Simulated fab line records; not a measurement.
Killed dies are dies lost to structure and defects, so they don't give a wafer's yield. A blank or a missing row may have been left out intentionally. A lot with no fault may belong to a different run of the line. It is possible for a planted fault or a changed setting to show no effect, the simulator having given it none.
fab line records -- flow n5_finfet
record: lots: 10, wafers: 28, last_day: 17
route steps=1938 shown BEOL_M14@1736
lots that met no fault: from a run of the same line without faults
start_h: hours from the record's opening day to when the first of the lot's shown wafers began -- wait_h: hours since the lot's step before -- " the same as in the row above -- L1.1+2: a row that stands for several wafers -- - no value, or no start was given -- * or withheld: withheld -- < > ~ a bound
route shown NAME@n: a module of which the file shows steps, and the number in the route of the first -- usual: mean/standard deviation taken from wafers without a fault -- same: alike in all rows -- chamber/n: place in a boat -- sites: each site's reading -- _std_site: the standard deviation of these -- _edge_site: the outer-site mean with the inner-site mean subtracted -- radius_mm: for every site, how far away it sits from the centre of the wafer -- mask NAME#n: copy n -- behind: tool/chamber where the wafer was last shaped -- hold: reason for holding the lot/hours on hold/outcome of the hold -- device: the transistor (n, p or np) that didn't switch -- end of line: the route-end tests of the same wafers -- step lacking rows: just its recipe -- killed: at the first sort, the dies lost to defects and structure; wafer yield is something else -- map: shows each die of a wafer: x if killed, . if not, _ if none is there
set.NAME: setting as actually run; set.NAME@STEP: the setting as run at that earlier step -- model.NAME: the simulator's own value behind a step, which no gauge read
one table for each step of the route and one row for each wafer, over a sample of lots
services: when a tool's chamber went out of use (start_h, in hours from the record's first day, below 0 if earlier), for how many hours, and the reason
== steps ==
step: N5_BEOL_M14_CD_MEAS_17
recipe: target_cd_nm: 250, polarity: opening
usual: cd_nm: 250.0/2.5
lot.wafer,tool,chamber,start_h,wait_h,cd_nm
L893.1,cd_sem-03,-,256.16,0.0,247.3
L893.3,cd_sem-03,-,256.16,0.0,248.4
L893.5,cd_sem-03,-,256.16,0.0,246.3
L895.3,cd_sem-03,-,278.05,0.0,247.0
L895.5,cd_sem-03,-,278.05,0.0,247.3
L895.6,cd_sem-03,-,278.05,0.0,248.6
L898.1,cd_sem-01,-,287.12,0.0,246.7
L898.3,cd_sem-01,-,287.12,0.0,250.0
L898.5,cd_sem-01,-,287.12,0.0,247.1
L897.2,cd_sem-01,-,299.74,0.0,251.0
L897.6,cd_sem-01,-,299.74,0.0,251.1
L899.3,cd_sem-02,-,300.52,0.0,247.0
L899.6,cd_sem-02,-,300.52,0.0,250.2
L907.4,cd_sem-03,-,343.38,0.0,253.1
L907.5,cd_sem-03,-,343.38,0.0,250.5
L907.6,cd_sem-03,-,343.38,0.0,248.4
L905.1,cd_sem-01,-,343.45,0.0,249.4
L905.4,cd_sem-01,-,343.45,0.0,251.6
L905.5,cd_sem-01,-,343.45,0.0,246.6
L909.1,cd_sem-01,-,344.40,0.0,249.5
L909.3,cd_sem-01,-,344.40,0.0,247.4
L909.5,cd_sem-01,-,344.40,0.0,245.6
L908.1,cd_sem-01,-,345.08,0.0,252.7
L908.2,cd_sem-01,-,345.08,0.0,249.8
L908.6,cd_sem-01,-,345.08,0.0,251.2
L913.1,cd_sem-02,-,386.50,0.0,249.6
L913.2,cd_sem-02,-,386.50,0.0,249.5
L913.4,cd_sem-02,-,386.50,0.0,245.4
step: N5_BEOL_M14_ETCH_38
recipe: chemistry: CF4/N2, target: SiCN, target_depth_a: 1065, taper_deg: 2, time_s: 120.6, ion_energy_ev: 150, mask_material: SiO2, pressure_mtorr: 40, source_w: 430, bias_w: 70, Ar_flow_sccm: 100, cf4_flow_sccm: 60, n2_flow_sccm: 60
usual: cf4_flow_sccm: 60.01/0.17, drypump_motor_current_A: 5.9/0.42, n2_flow_sccm: 59.98/0.17, oes_product_au: 0.82/0.11, rf_vpp_V: 381.5/1.9, showerhead_plenum_p_Torr: 2.17/0.072, throttle_valve_pct: 15.36/0.25
lot.wafer,tool,chamber,start_h,wait_h,cf4_flow_sccm,drypump_motor_current_A,n2_flow_sccm,oes_product_au,rf_hours_counter_h,rf_vpp_V,showerhead_plenum_p_Torr,throttle_valve_pct
L893.1,rie_diel-05,2,-,-,59.89,5.5,60.21,0.85,47,381.5,2.15,15.09
L893.3,rie_diel-05,1,-,-,60.17,5.1,60.03,0.69,246,383.4,2.25,15.78
L893.5,rie_diel-05,3,-,-,59.86,6.5,59.72,0.70,-,382.7,2.27,15.80
L895.3,rie_diel-05,3,-,-,59.97,6.5,59.89,0.69,240,383.6,2.26,15.81
L895.5,rie_diel-05,2,-,-,59.93,5.5,60.06,0.85,-,380.3,2.15,15.12
L895.6,rie_diel-05,1,-,-,59.48,5.2,60.11,0.68,-,383.2,2.25,15.79
L898.1,rie_diel-03,1,-,-,60.08,6.3,59.97,0.73,160,383.6,2.20,15.51
L898.3,rie_diel-03,3,-,-,60.42,5.9,59.84,0.70,234,380.5,2.18,15.38
L898.5,rie_diel-03,1,-,-,60.08,6.3,60.16,0.74,-,383.4,2.20,15.51
L897.2,rie_diel-05,0,-,-,59.84,5.7,60.19,0.98,10,383.8,2.25,14.93
L897.6,rie_diel-05,0,-,-,60.04,5.7,59.86,0.99,-,383.0,2.25,14.93
L899.3,rie_diel-02,1,-,-,60.18,5.4,60.06,0.69,231,382.6,2.28,15.46
L899.6,rie_diel-02,1,-,-,60.06,5.4,59.76,0.68,-,384.2,2.28,15.46
L907.4,rie_diel-03,1,-,-,60.07,6.3,59.81,0.72,-,382.1,2.19,15.52
L907.5,rie_diel-03,2,-,-,60.21,5.5,60.08,0.90,-,381.4,2.15,15.09
L907.6,rie_diel-03,0,-,-,60.12,6.3,60.15,0.91,-,380.6,2.15,15.24
L905.1,rie_diel-05,1,-,-,60.13,5.2,60.12,0.93,23,384.0,2.24,15.34
L905.4,rie_diel-05,3,-,-,59.90,6.5,60.12,0.96,8,382.5,2.26,15.35
L905.5,rie_diel-05,0,-,-,59.93,5.8,59.93,0.93,-,383.3,2.25,14.99
L909.1,rie_diel-02,2,-,-,60.15,5.8,60.03,0.84,55,381.0,2.15,15.33
L909.3,rie_diel-02,1,-,-,60.20,5.4,60.05,0.67,247,382.9,2.27,15.48
L909.5,rie_diel-02,3,-,-,59.78,6.0,60.03,0.78,-,380.6,2.12,15.53
L908.1,rie_diel-03,1,-,-,60.17,6.3,60.21,0.72,180,381.6,2.19,15.53
L908.2,rie_diel-03,2,-,-,60.15,5.4,60.03,0.90,49,381.7,2.15,15.12
L908.6,rie_diel-03,0,-,-,60.06,6.3,59.91,0.91,-,381.5,2.15,15.25
L913.1,rie_diel-02,3,-,-,59.87,6.0,60.17,0.76,128,381.3,2.11,15.56
L913.2,rie_diel-02,2,-,-,60.02,5.8,60.16,0.82,72,379.7,2.14,15.35
L913.4,rie_diel-02,3,-,-,60.00,6.0,60.10,0.76,-,380.0,2.11,15.57
step: N5_BEOL_M14_SPUTTER_43
recipe: material: TaN, target_thk_a: 150, temp_c: 50, bias_v: 168.6, power_w: 15000, chamber_pressure_pa: 0.12, time_s: 24.19
usual: throttle_valve_pct: 29.9/1.2
lot.wafer,tool,chamber,start_h,wait_h,throttle_valve_pct
L893.1,pvd_sputter-01,-,260.73,0.0,31.3
L893.3,pvd_sputter-01,-,260.73,0.0,30.1
L893.5,pvd_sputter-01,-,260.73,0.0,27.9
L895.3,pvd_sputter-01,-,280.33,0.0,31.3
L895.5,pvd_sputter-01,-,280.33,0.0,28.0
L895.6,pvd_sputter-01,-,280.33,0.0,30.3
L898.1,pvd_sputter-02,-,290.81,0.0,29.6
L898.3,pvd_sputter-02,-,290.81,0.0,31.2
L898.5,pvd_sputter-02,-,290.81,0.0,28.5
L897.2,pvd_sputter-01,-,303.96,0.0,30.3
L897.6,pvd_sputter-01,-,303.96,0.0,30.1
L899.3,pvd_sputter-01,-,306.50,0.0,30.4
L899.6,pvd_sputter-01,-,306.50,0.0,29.8
L907.4,pvd_sputter-02,-,347.33,0.0,28.4
L907.5,pvd_sputter-02,-,347.33,0.0,31.2
L907.6,pvd_sputter-02,-,347.33,0.0,30.8
L905.1,pvd_sputter-03,-,347.69,0.0,30.9
L905.4,pvd_sputter-03,-,347.69,0.0,29.1
L905.5,pvd_sputter-03,-,347.69,0.0,29.0
L909.1,pvd_sputter-02,-,347.73,0.0,29.5
L909.3,pvd_sputter-02,-,347.73,0.0,31.3
L909.5,pvd_sputter-02,-,347.73,0.0,31.3
L908.1,pvd_sputter-02,-,348.49,0.0,28.3
L908.2,pvd_sputter-02,-,348.49,0.0,31.2
L908.6,pvd_sputter-02,-,348.49,0.0,29.5
L913.1,pvd_sputter-01,-,388.67,0.0,30.5
L913.2,pvd_sputter-01,-,388.67,0.0,29.7
L913.4,pvd_sputter-01,-,388.67,0.0,27.8
step: N5_BEOL_M14_ANNEAL_48
recipe: temp_c: 225, time_s: 90, ambient: N2
usual: wafer_temp_C_max: 225.8/0.31
lot.wafer,tool,chamber,start_h,wait_h,wafer_temp_C_max
L893.1,rtp_anneal-02,0,261.97,0.9,226.0
L893.3,rtp_anneal-02,0,261.97,0.9,225.8
L893.5,rtp_anneal-02,0,261.97,0.9,226.3
L895.3,rtp_anneal-01,0,280.89,0.2,225.7
L895.5,rtp_anneal-01,0,280.89,0.2,225.4
L895.6,rtp_anneal-01,0,280.89,0.2,225.6
L898.1,rtp_anneal-02,0,291.28,0.1,225.9
L898.3,rtp_anneal-02,0,291.28,0.1,226.0
L898.5,rtp_anneal-02,0,291.28,0.1,225.9
L897.2,rtp_anneal-02,0,304.47,0.2,226.4
L897.6,rtp_anneal-02,0,304.47,0.2,226.5
L899.3,rtp_anneal-02,0,307.06,0.2,226.0
L899.6,rtp_anneal-02,0,307.06,0.2,226.3
L907.4,rtp_anneal-01,0,347.98,0.3,225.8
L907.5,rtp_anneal-01,0,347.98,0.3,225.8
L907.6,rtp_anneal-01,0,347.98,0.3,225.5
L905.1,rtp_anneal-01,0,348.16,0.1,225.8
L905.4,rtp_anneal-01,0,348.16,0.1,226.0
L905.5,rtp_anneal-01,0,348.16,0.1,225.2
L909.1,rtp_anneal-02,0,348.30,0.2,226.1
L909.3,rtp_anneal-02,0,348.30,0.2,225.8
L909.5,rtp_anneal-02,0,348.30,0.2,225.9
L908.1,rtp_anneal-02,0,349.21,0.4,225.8
L908.2,rtp_anneal-02,0,349.21,0.4,226.3
L908.6,rtp_anneal-02,0,349.21,0.4,225.8
L913.1,rtp_anneal-02,0,389.42,0.4,226.1
L913.2,rtp_anneal-02,0,389.42,0.4,226.0
L913.4,rtp_anneal-02,0,389.42,0.4,226.0
step: N5_BEOL_M14_CMP_49
recipe: stop_on: SiO2, t_overpolish_s: 5.2, down_force_psi: 2, platen_rpm: 80, clearing_platen_down_force_psi: 2, clearing_platen_rpm: 80, post_cmp_clean: cu_alkaline, target_thk_nm: 560, clearing_platen_pad_velocity_m_s: 1.5917, pad_velocity_m_s: 1.5917
usual: barrier_field_endpoint_s: 11.31/0.27, clearing_platen_down_force_psi: 2.000/0.004, edge_zone_pressure_frac: 1.000/0.0046, motor_current_A: 8.2/0.65, platen_rpm: 80.01/0.058, retaining_ring_pressure_frac: 1.000/0.0049
lot.wafer,tool,chamber,start_h,wait_h,barrier_field_endpoint_s,clearing_platen_down_force_psi,edge_zone_pressure_frac,motor_current_A,platen_rpm,retaining_ring_pressure_frac
L893.3,cmp-04,3,262.58,0.3,11.17,2.004,0.998,7.8,79.97,0.998
L893.1,cmp-04,1,262.58,0.3,11.43,1.994,0.992,8.9,80.02,0.993
L893.5,cmp-04,2,262.58,0.3,11.38,1.996,0.998,9.4,80.00,0.998
L895.3,cmp-01,0,281.17,0.2,11.08,2.000,0.999,7.5,79.97,0.991
L895.6,cmp-01,2,281.17,0.2,11.05,1.996,0.999,8.1,80.11,0.991
L895.5,cmp-01,3,281.17,0.2,10.78,2.002,1.000,7.5,80.08,1.002
L898.3,cmp-01,2,291.57,0.2,11.33,2.006,1.003,8.5,79.93,1.000
L898.1,cmp-01,3,291.57,0.2,11.64,2.004,0.999,7.7,80.00,1.003
L898.5,cmp-01,3,291.57,0.2,11.20,2.004,1.004,7.5,80.00,1.000
L897.2,cmp-02,2,304.76,0.2,13.07,2.002,1.006,7.2,79.93,1.001
L897.6,cmp-02,1,304.76,0.2,12.66,2.003,0.996,8.0,79.92,1.000
L899.3,cmp-01,0,307.38,0.3,11.22,1.990,1.004,7.2,80.02,1.000
L899.6,cmp-01,2,307.38,0.3,13.12,1.998,0.998,8.2,80.03,0.999
L907.4,cmp-02,2,348.23,0.2,11.15,1.996,1.000,7.6,79.97,1.000
L907.5,cmp-02,0,348.23,0.2,11.26,1.997,1.003,8.5,80.10,0.998
L907.6,cmp-02,1,348.23,0.2,11.18,2.005,1.003,8.0,80.00,0.999
L905.4,cmp-02,2,348.49,0.2,11.61,2.000,0.999,7.7,80.00,1.010
L905.1,cmp-02,0,348.49,0.2,11.41,2.000,1.002,8.2,79.97,0.990
L905.5,cmp-02,1,348.49,0.2,11.40,2.004,1.000,8.3,79.95,1.004
L909.1,cmp-04,2,348.67,0.3,11.87,2.002,0.997,9.3,80.03,0.999
L909.3,cmp-04,3,348.67,0.3,11.32,2.001,1.001,7.7,80.02,0.999
L909.5,cmp-04,0,348.67,0.3,11.45,1.995,1.003,8.8,80.02,0.999
L908.1,cmp-02,2,349.51,0.3,11.37,2.000,0.999,7.6,80.11,0.999
L908.2,cmp-02,0,349.51,0.3,11.48,1.996,1.004,8.1,79.99,0.997
L908.6,cmp-02,2,349.51,0.3,11.22,1.994,1.000,7.8,80.05,1.005
L913.4,cmp-04,2,389.88,0.3,11.40,2.005,1.011,9.5,80.01,1.000
L913.1,cmp-04,3,389.88,0.3,11.33,1.996,0.998,7.8,80.03,0.995
L913.2,cmp-04,0,389.88,0.3,11.41,2.001,0.995,9.0,79.99,1.005
== services ==
tool,chamber,start_h,hours,kind
rie_diel-05,3,253.97,1.8,repair
pvd_sputter-03,-,254.06,7.5,repair
rie_diel-05,0,257.65,-,clean
rie_diel-02,1,259.41,3.0,repair
rie_diel-02,0,272.35,6.4,repair
rie_diel-03,3,272.91,8.3,repair
cmp-04,-,273.88,2.7,repair
cmp-01,-,276.31,4.0,pm
rie_diel-03,2,308.08,2.5,repair
rie_diel-03,3,308.34,5.9,repair
cmp-02,-,311.34,5.7,pm
rie_diel-03,1,314.59,8.3,repair
rie_diel-05,2,335.38,4.5,repair
rtp_anneal-01,-,337.16,3.7,pm
rie_diel-02,1,349.06,28.8,repair
pvd_sputter-01,-,351.60,5.5,repair
cmp-02,-,361.67,3.1,repair
rie_diel-03,1,370.41,3.2,repair
rie_diel-03,3,376.39,2.1,repair
cmp-04,-,377.73,5.4,pm
cmp-01,-,381.76,11.9,pm
rie_diel-03,0,382.97,3.4,repair
rie_diel-03,1,385.29,21.7,repair
rie_diel-05,1,385.92,10.7,repair
== key ==
first_sign: step: N5_BEOL_M14_CMP_49, reading: barrier_field_endpoint_s, direction: up, sigmas: 6, usual: 11.31, struck: 12.95
effect none on later readings
met_at N5_BEOL_M14_SPUTTER_43
struck_lots L897,L899
struck_wafers L897.2,L897.6,L899.6
not_acting_at N5_BEOL_M14_CD_MEAS_17,N5_BEOL_M14_ETCH_38,N5_BEOL_M14_ANNEAL_48
onset_between 280.33 303.96
fault: kind: process_parameter_drift, tool: pvd_sputter-01, chamber: -, onset_h: 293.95, steps: N5_BEOL_M14_SPUTTER_43, channel: time_s, offset: *, shape: step, end_h: 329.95, scope: struck_wafers_only, acts_in: *, stated: *
